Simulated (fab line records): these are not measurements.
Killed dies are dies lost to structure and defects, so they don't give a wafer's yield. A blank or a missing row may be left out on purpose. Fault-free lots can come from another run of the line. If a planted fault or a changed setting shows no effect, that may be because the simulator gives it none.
fab line records	flow n5-finfet	part 2 of 2: steps 5 to 6 of 6
record lots=20	wafers=60	last-day=18
route steps=1938 shown BEOL_M4@1103 BEOL_M5@1116
lots that met no fault: taken from a fault-free run of the same line
start-h: hours from the record's opening day to when the first of the lot's shown wafers began	wait-h: hours elapsed since this lot's preceding step	" same as the row above	L1.1+2: one row covering several wafers at once	- either no value or no given start	* or withheld: withheld	< > ~ a bound
route shown NAME@n: NAME is a module with steps in the file, n the number in the route of the first one	usual: average and standard deviation across the fault-free wafers	same: alike in all rows	chamber/n: place in a boat	sites: per-site readings	_std_site: the values' standard deviation	_edge_site: inner sites' mean taken away from outer sites' mean	radius-mm: for every site, how far away it sits from the centre of the wafer	mask NAME#n: copy n	behind: the most recent tool/chamber to have shaped the wafer	hold: reason for holding the lot/hours on hold/outcome of the hold	device: whichever transistor did not switch (one of n, p or np)	end of line: tests of these same wafers at the route's end	step lacking rows: just its recipe	killed: dies that structure and defects cost at the first sort, which is not the same as the wafer's yield	map: a wafer's dies, marking killed ones x, the rest . and places with no die _
set.NAME: the setting that was run; set.NAME@STEP: the one run at that earlier step	model.NAME: the simulator's own value behind a step, which no gauge read
route steps across a sampled set of lots; one table per step, one row per wafer
services: a tool's chamber out of use, with start hour (start-h, from the record's first day; less than 0 if before it), hours out, and reason
## steps
# step N5_BEOL_M5_HM_OPEN_17
# recipe chemistry=Cl2/BCl3	target-depth-a=200	overetch-a=60	target=TiN	mask-material=SOC	ion-energy-ev=150	pressure-mtorr=10	icp-w=1000	bias-w=126	Cl2_flow_sccm=53.25	bcl3-flow-sccm=21.75	Ar_flow_sccm=25
# usual drypump-motor-current-A=5.7/0.33	oes-product-au=0.63/0.094	throttle-valve-pct=22.0/0.37
lot.wafer	tool	chamber	start-h	wait-h	drypump-motor-current-A	oes-product-au	rf-hours-counter-h	throttle-valve-pct
L074.1	rie-metal-02	1	164.50	0.0	4.9	0.71	20	22.4
L074.2	"	0	"	"	5.4	0.57	93	22.2
L074.5	"	0	"	"	5.3	0.57	-	22.1
L076.1	rie-metal-03	1	172.60	0.0	6.0	0.68	39	21.5
L076.2	"	0	"	"	5.6	0.52	120	22.3
L076.3	"	0	"	"	5.6	0.52	-	22.3
L077.3	rie-metal-03	0	180.83	0.1	5.5	0.51	-	22.3
L077.4	"	1	"	"	6.0	0.67	-	21.5
L077.5	"	0	"	"	5.6	0.51	-	22.3
L078.1	rie-metal-03	0	197.28	0.0	5.6	0.51	122	22.3
L078.3	"	1	"	"	6.0	0.66	-	21.5
L078.4	"	0	"	"	5.6	0.51	-	22.3
L080.2	rie-metal-03	1	206.30	0.0	5.9	0.67	42	21.5
L080.3	"	1	"	"	6.0	0.67	-	21.5
L080.4	"	0	"	"	5.6	0.52	-	22.3
L081.1	rie-metal-03	1	218.00	0.0	6.0	0.67	43	21.5
L081.3	"	1	"	"	6.0	0.66	-	21.5
L081.6	"	1	"	"	6.0	0.67	-	21.5
L082.1	rie-metal-01	0	221.44	0.0	5.9	0.57	89	22.5
L082.3	"	0	"	"	5.9	0.57	-	22.5
L082.4	"	0	"	"	5.9	0.56	-	22.5
L083.2	rie-metal-03	0	227.05	0.0	5.6	0.52	125	22.3
L083.3	"	0	"	"	5.5	0.52	-	22.3
L083.6	"	0	"	"	5.6	0.51	-	22.3
L084.3	rie-metal-01	0	230.80	0.1	5.9	0.56	-	22.5
L084.5	"	0	"	"	5.9	0.56	-	22.5
L084.6	"	0	"	"	5.9	0.56	-	22.5
L085.1	rie-metal-01	0	236.66	0.0	5.9	0.57	91	22.5
L085.2	"	1	"	"	5.3	0.68	28	22.0
L085.6	"	1	"	"	5.3	0.68	-	22.0
L086.3	rie-metal-03	1	251.89	0.1	6.0	0.67	-	21.5
L086.4	"	0	"	"	5.5	0.51	-	22.3
L086.5	"	1	"	"	6.0	0.66	-	21.5
L087.3	rie-metal-03	0	259.74	0.1	5.6	0.51	-	22.3
L087.4	"	1	"	"	6.0	0.66	-	21.5
L087.5	"	1	"	"	5.9	0.66	-	21.5
L088.1	rie-metal-02	1	259.90	0.0	4.9	0.68	31	22.4
L088.2	"	0	"	"	5.3	0.54	104	22.2
L088.5	"	1	"	"	5.0	0.68	-	22.4
L089.2	rie-metal-02	1	277.14	0.0	4.9	0.68	32	22.4
L089.5	"	0	"	"	5.3	0.55	-	22.2
L089.6	"	1	"	"	4.9	0.68	-	22.4
L091.1	rie-metal-03	0	285.09	0.0	5.6	0.85	1	22.1
L091.3	"	1	"	"	5.9	0.65	-	21.5
L091.6	"	0	"	"	5.6	0.84	-	22.1
L092.1	rie-metal-03	1	289.23	0.0	6.0	0.64	51	21.6
L092.2	"	0	"	"	5.6	0.81	1	22.2
L092.5	"	1	"	"	5.9	0.64	-	21.6
L094.2	rie-metal-03	1	289.82	0.1	6.0	0.66	51	21.5
L094.3	"	1	"	"	6.0	0.66	-	21.5
L094.4	"	0	"	"	5.6	0.82	-	22.1
L095.4	rie-metal-03	0	292.22	0.1	5.6	0.83	-	22.1
L095.5	"	0	"	"	5.6	0.82	-	22.1
L095.6	"	1	"	"	5.9	0.65	-	21.6
L093.1	rie-metal-03	0	294.19	0.0	5.6	0.81	1	22.2
L093.4	"	0	"	"	5.6	0.82	-	22.2
L093.5	"	1	"	"	6.0	0.64	-	21.6
L097.2	rie-metal-02	0	324.35	0.0	5.3	0.54	109	22.2
L097.4	"	1	"	"	4.9	0.67	-	22.4
L097.5	"	1	"	"	5.0	0.67	-	22.4
# step N5_BEOL_M5_ETCH_75
# recipe chemistry=N2/H2	target=underlayer	target-depth-a=65	mask-material=CAR-EUV	time-s=5.2	ion-energy-ev=200	pressure-mtorr=30	source-w=840	bias-w=150	n2-flow-sccm=200	h2-flow-sccm=200	ends=cleared
# usual drypump-motor-current-A=5.9/0.45	etch-rf-on-time-s=5.21/0.15	oes-product-au=0.62/0.062	rf-vpp-V=524.6/2.6	showerhead-plenum-p-Torr=2.57/0.085	throttle-valve-pct=17.98/0.25
lot.wafer	tool	chamber	start-h	wait-h	drypump-motor-current-A	etch-rf-on-time-s	oes-product-au	rf-hours-counter-h	rf-vpp-V	showerhead-plenum-p-Torr	throttle-valve-pct
L074.1	rie-diel-06	0	167.76	0.0	5.7	5.28	0.60	193	526.5	2.63	17.80
L074.2	"	1	"	"	5.7	5.13	0.60	200	527.2	2.62	17.62
L074.5	"	0	"	"	5.8	5.27	0.61	-	525.4	2.63	17.78
L076.1	rie-diel-06	0	173.87	0.0	5.7	5.35	0.59	195	524.3	2.63	17.80
L076.2	"	1	"	"	5.7	5.15	0.60	202	526.3	2.62	17.65
L076.3	"	2	"	"	6.7	5.22	0.66	132	522.9	2.45	17.93
L077.3	rie-diel-03	3	181.70	0.0	5.9	5.21	0.58	224	526.3	2.65	18.54
L077.4	"	0	"	"	5.9	5.27	0.61	190	528.8	2.65	18.07
L077.5	"	0	"	"	5.9	5.29	0.60	-	529.6	2.65	18.06
L078.1	rie-diel-03	2	198.05	0.0	5.7	5.48	0.64	113	523.5	2.57	18.18
L078.3	"	1	"	"	6.4	5.20	0.58	237	525.2	2.64	18.23
L078.4	"	0	"	"	5.9	5.29	0.59	194	525.1	2.65	18.07
L080.2	rie-diel-03	3	207.76	0.0	5.9	5.22	0.58	232	526.2	2.64	18.57
L080.3	"	0	"	"	5.9	5.29	0.60	197	525.2	2.65	18.07
L080.4	"	1	"	"	6.5	5.20	0.57	240	528.2	2.64	18.23
L081.1	rie-diel-03	0	218.81	0.0	5.9	5.33	0.59	200	527.6	2.64	18.09
L081.3	"	1	"	"	6.4	5.16	0.57	243	525.4	2.64	18.25
L081.6	"	3	"	"	5.8	5.21	0.58	-	526.3	2.64	18.59
L082.1	rie-diel-05	0	225.54	0.0	5.3	4.87	0.65	168	526.5	2.63	17.59
L082.3	"	2	"	"	6.3	5.26	0.61	216	526.9	2.63	17.95
L082.4	"	3	"	"	6.1	5.06	0.58	237	522.9	2.51	18.12
L083.2	rie-diel-03	1	229.77	0.0	6.4	5.17	0.57	246	526.5	2.64	18.24
L083.3	"	2	"	"	5.6	5.47	0.64	123	525.1	2.57	18.20
L083.6	"	0	"	"	5.9	5.30	0.60	-	526.8	2.64	18.09
L084.3	rie-diel-05	1	235.81	0.0	5.1	5.32	0.59	205	527.0	2.65	18.23
L084.5	"	0	"	"	5.3	4.82	0.65	-	526.7	2.63	17.61
L084.6	"	3	"	"	6.0	4.97	0.59	-	522.9	2.51	18.13
L085.1	rie-diel-06	1	237.44	0.0	5.7	5.16	0.58	220	525.7	2.61	17.68
L085.2	"	2	"	"	6.7	5.10	0.66	150	521.7	2.44	17.95
L085.6	"	3	"	"	5.1	5.10	0.63	-	520.1	2.40	17.81
L086.3	rie-diel-06	1	253.92	0.0	5.7	5.25	0.57	226	524.9	2.60	17.71
L086.4	"	2	"	"	6.7	5.28	0.63	156	522.1	2.44	17.97
L086.5	"	2	"	"	6.7	5.32	0.64	-	521.0	2.44	17.97
L087.3	rie-diel-05	0	260.62	0.0	5.3	4.86	0.65	178	526.7	2.63	17.59
L087.4	"	3	"	"	6.0	5.05	0.58	247	522.2	2.51	18.15
L087.5	"	2	"	"	6.3	5.21	0.61	-	528.8	2.63	17.99
L088.1	rie-diel-06	0	260.82	0.0	5.7	5.36	0.58	223	525.6	2.62	17.83
L088.2	"	1	"	"	5.7	5.24	0.58	229	526.0	2.60	17.68
L088.5	"	3	"	"	5.2	5.20	0.61	-	519.9	2.39	17.82
L089.2	rie-diel-06	0	278.24	0.0	5.8	5.40	0.57	228	525.7	2.61	17.82
L089.5	"	0	"	"	5.8	5.42	0.57	-	524.2	2.61	17.84
L089.6	"	1	"	"	5.7	5.22	0.57	-	528.6	2.60	17.69
L091.1	rie-diel-06	0	286.22	0.0	5.7	5.38	0.56	231	523.5	2.61	17.84
L091.3	"	1	"	"	5.7	5.10	0.58	235	526.2	2.60	17.70
L091.6	"	1	"	"	5.7	5.18	0.57	-	527.7	2.60	17.69
L092.1	rie-diel-05	2	292.37	0.0	6.4	5.34	0.60	236	525.8	2.63	17.99
L092.2	"	0	"	"	5.3	4.93	0.65	188	526.4	2.62	17.62
L092.5	"	3	"	"	6.0	5.01	0.85	-	522.6	2.51	17.67
L094.2	rie-diel-03	2	293.20	0.0	5.6	5.44	0.62	135	521.1	2.56	18.19
L094.3	"	1	"	"	6.4	5.22	0.57	261	527.9	2.63	18.27
L094.4	"	1	"	"	6.4	5.24	0.56	-	525.7	2.63	18.27
L095.4	rie-diel-05	3	293.42	0.0	6.1	4.95	0.85	-	524.8	2.51	17.69
L095.5	"	0	"	"	5.3	4.88	0.64	-	526.3	2.62	17.64
L095.6	"	2	"	"	6.3	5.22	0.59	-	524.5	2.63	17.98
L093.1	rie-diel-06	1	298.92	0.0	5.7	5.21	0.58	238	525.9	2.60	17.72
L093.4	"	3	"	"	5.2	5.19	0.60	242	519.8	2.39	17.84
L093.5	"	3	"	"	5.2	5.18	0.60	-	520.0	2.39	17.81
L097.2	rie-diel-03	2	328.21	0.0	5.6	5.40	0.62	147	525.2	2.56	18.22
L097.4	"	1	"	"	6.5	5.25	0.82	0	527.2	2.63	17.85
L097.5	"	1	"	"	6.4	5.22	0.81	-	526.1	2.63	17.86
## services
tool	chamber	start-h	hours	kind
cmp-04	-	138.52	3.1	repair
rie-metal-01	-	143.73	22.0	repair
cmp-02	-	152.67	0.9	repair
cmp-04	-	163.46	1.9	repair
pvd-sputter-02	-	174.82	1.6	repair
rie-diel-06	-	182.23	2.8	pm
rie-metal-01	1	183.54	40.6	repair
cmp-03	-	198.74	14.5	pm
cmp-03	-	223.03	0.7	repair
cmp-04	-	232.99	0.6	repair
cmp-02	-	239.18	8.5	repair
rie-diel-03	-	242.73	14.6	pm
cmp-04	-	264.32	1.6	repair
cmp-04	-	273.48	12.2	repair
cmp-02	-	273.72	4.0	pm
rie-diel-05	1	282.09	17.6	repair
cmp-04	-	293.73	0.5	repair
cmp-03	-	297.10	5.3	pm
rie-diel-05	2	299.70	4.2	repair
rie-diel-05	-	302.74	1.0	repair
cmp-04	-	314.30	9.5	repair
cmp-03	-	317.68	3.0	repair
cmp-04	-	323.82	4.4	pm
cmp-03	-	324.00	4.0	pm
